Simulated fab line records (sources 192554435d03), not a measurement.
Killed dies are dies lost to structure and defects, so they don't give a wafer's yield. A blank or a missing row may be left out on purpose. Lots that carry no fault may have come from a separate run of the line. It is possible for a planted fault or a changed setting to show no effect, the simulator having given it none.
Comparing a struck lot with a sound one + flow n5-finfet + 40 out of 1938 route steps
Sound: wafers L189.2, L189.4, L189.5. Struck: wafer L190.3. (L190.1, L190.6 of the same lot were not struck and are left out.) The cause comes at the end.
For every step that has rows: the tool of each side, followed by ch and its chambers, followed by its first start. Under that, the readings that differ: sound wafers + struck wafers + difference of the means + sigmas: that difference in standard deviations of wafers without a fault.
alike: readings whose means differ by less than 2 such deviations, and words and numbers that are the same on both sides. not compared: withheld readings, readings that some wafer has no value for, bounds like >300 that may hide the same value, and numbers for which the record gives no deviation and whose values overlap.
A row with sigmas, a row that says differs or no value, or rows on one side alone: a step with any of these is where the two part. Numbers that don't overlap but have no deviation are shown without sigmas and don't part them. A reading missing from all wafers of one side parts the sides only when that side holds two or more wafers.

first, 11 steps without rows for these wafers: N5_HKMG_FIN_STRIP_60 (strips in N2/H2, time 360 s); N5_HKMG_FIN_WET_ETCH_77 (etches La2O3 in dHCl, stops on HfO2, target depth 2 nm); N5_HKMG_FIN_WET_ETCH_78 (etches Al2O3 in dNH4OH, stops on La2O3, target depth 4.5 nm, rinse time 30 s); N5_HKMG_FIN_ALD_79 (deposits TiN, target thk 1.5 nm, pulse time 1 s, purge time 3 s); N5_HKMG_FIN_CVD_62 (deposits a-Si from Si2H6, target thk 3 nm, time 20.8 s); N5_HKMG_FIN_RTA_80 (time 2 s); N5_HKMG_FIN_PRECLEAN_64 (cleans in dHF, time 30 s); N5_HKMG_FIN_WET_ETCH_65 (etches a-Si in TMAH, stops on TiN, time 49 s, target depth 3 nm); N5_HKMG_FIN_WET_ETCH_81 (etches TiN in SC1, stops on HfO2, time 57 s, target depth 6 nm); N5_HKMG_FIN_WET_ETCH_82 (etches La2O3 in dHCl, stops on HfO2, target depth 2 nm, rinse time 30 s); N5_HKMG_FIN_ALD_36 (deposits TiN, target thk 1 nm, pulse time 1 s, purge time 3 s).
N5_HKMG_FIN_PWFM_ALD_03: deposits TiN, target thk 2 nm, pulse time 1 s, purge time 3 s.
  sound on ald-metal-01 ch 2,3, day 5 21:47; struck on ald-metal-01 ch 0, day 6 05:27
| reading                                       | sound             | struck | difference | sigmas |
|-----------------------------------------------|-------------------|--------|------------|--------|
| ald-cycles                                    | 91 91 91          | 42     | -49        |        |
| precursor-pulse-height-rel                    | 1.013 0.984 1.020 | 1.040  | +0.034     | +2     |
| model.TiN_of_HKMG_FIN_PWFM_ALD_03.thk-nm (nm) | 2 2 2             | 1      | -1         |        |
  alike: heater-power-w
  not compared: since-wet-clean-h
then, 26 steps without rows for these wafers: N5_HKMG_FIN_COAT_29 (time 60 s, resist thk 300 nm); N5_HKMG_FIN_COAT_30 (time 60 s, resist thk 35 nm); N5_HKMG_FIN_COAT_06 (resist thk 90 nm); N5_HKMG_FIN_EBR_08; N5_HKMG_FIN_SOFTBAKE_07 (time 60 s); N5_HKMG_FIN_EXPOSE_09 (exposes mask NWFM, target cd 98 nm); N5_HKMG_FIN_PEB_10 (peb time 60 s); N5_HKMG_FIN_DEVELOP_11 (develop time 30 s); N5_HKMG_FIN_DESCUM_17 (chemistry O2, time 7.9 s); N5_HKMG_FIN_ETCH_31 (etches SiARC in CF4, target depth 45.5 nm, time 75.8 s); N5_HKMG_FIN_ETCH_32 (etches SOC in N2/H2, target depth 240 nm, time 300 s); N5_HKMG_FIN_STRIP_33 (strips in N2/H2); N5_HKMG_FIN_STRIP_34 (strips in CF4); N5_HKMG_FIN_ETCH_35 (etches SOC in N2/H2, target depth 215.8 nm, time 243.4 s); N5_HKMG_FIN_STRIP_92 (strips SOC in N2/H2, time 20 s); N5_HKMG_FIN_WET_ETCH_18 (etches TiN in SC1, time 55 s, target depth 5.2 nm, rinse time 30 s); N5_HKMG_FIN_STRIP_19 (strips in N2/H2, time 360 s); N5_HKMG_FIN_ALD_91 (deposits TiN, target thk 1 nm, pulse time 1 s, purge time 3 s); N5_HKMG_FIN_COAT_85 (time 60 s, resist thk 300 nm); N5_HKMG_FIN_ETCH_86 (etches SOC in N2/H2, stops on TiN, target depth 393.2 nm); N5_HKMG_FIN_STRIP_89 (strips SOC in N2/H2, time 20 s); N5_HKMG_FIN_WET_ETCH_87 (etches TiN in SC1, time 154.2 s, target depth 4.7 nm, rinse time 30 s); N5_HKMG_FIN_STRIP_88 (strips in N2/H2, time 360 s); N5_HKMG_FIN_NWFM_ALD_20 (deposits TiAlC, target thk 2 nm, pulse time 3 s, purge time 2 s); N5_HKMG_FIN_ALD_71 (deposits TiN, target thk 1 nm, pulse time 1 s, purge time 3 s); N5_HKMG_FIN_COAT_66 (time 60 s, resist thk 300 nm).
-- record jumps: 5 days separate the struck wafers' starts on either side; left off in module HKMG_FIN, taken up again in module BEOL_M4, whose first shown step is the route's number 1111 --
N5_BEOL_M4_RC_MEAS_101:
  sound on prober-02 ch 0, day 10 22:13; struck on prober-01 ch 0, day 10 21:26
| reading             | sound                     | struck  | difference | sigmas |
|---------------------|---------------------------|---------|------------|--------|
| IOFF_P (nA/um)      | 0.23 0.21 0.22            | 0.03    | -0.19      | -5     |
| IOFF_P_85C (nA/um)  | 4.0 3.6 3.9               | 0.8     | -3.0       | -6     |
| IOFF_P_LIN (nA/um)  | 0.108 0.100 0.107         | 0.016   | -0.089     | -7     |
| IOFF_P_LONG (nA/um) | 0.000115 0.00012 0.000117 | 5.3e-05 | -6.4e-05   | -8     |
| ION_P (uA/um)       | 466 459 467               | 389     | -75        | -11    |
| VT_P (mV)           | -246 -253 -247            | -300    | -51        | -17    |
| VT_P_LONG (mV)      | -274.8 -271.0 -275.3      | -328.8  | -55.1      | -20    |
| VT_P_LVT (mV)       | -97.6 -99.0 -97.9         | -147.4  | -49.2      | -18    |
  alike: DIBL_N, DIBL_P, IOFF_N, ION_N, SS_N, SS_P, VT_N
-- record jumps: 5 days separate the struck wafers' starts on either side; left off in module BEOL_M4, taken up again in module PASSIVATION, whose first shown step is the route's number 1936 --
N5_PASSIVATION_PROBE_49:
  rows exist in the record for the struck wafers here (prober-01, day 15 18:07), but not for the sound ones

== WHERE THEY PART ==
Earliest at N5_HKMG_FIN_PWFM_ALD_03; latest, in this record, at N5_PASSIVATION_PROBE_49.

WHY: what had been put in by the simulator
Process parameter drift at N5_HKMG_FIN_PWFM_ALD_03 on ald-metal-01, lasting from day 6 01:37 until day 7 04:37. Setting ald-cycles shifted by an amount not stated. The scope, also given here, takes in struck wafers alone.
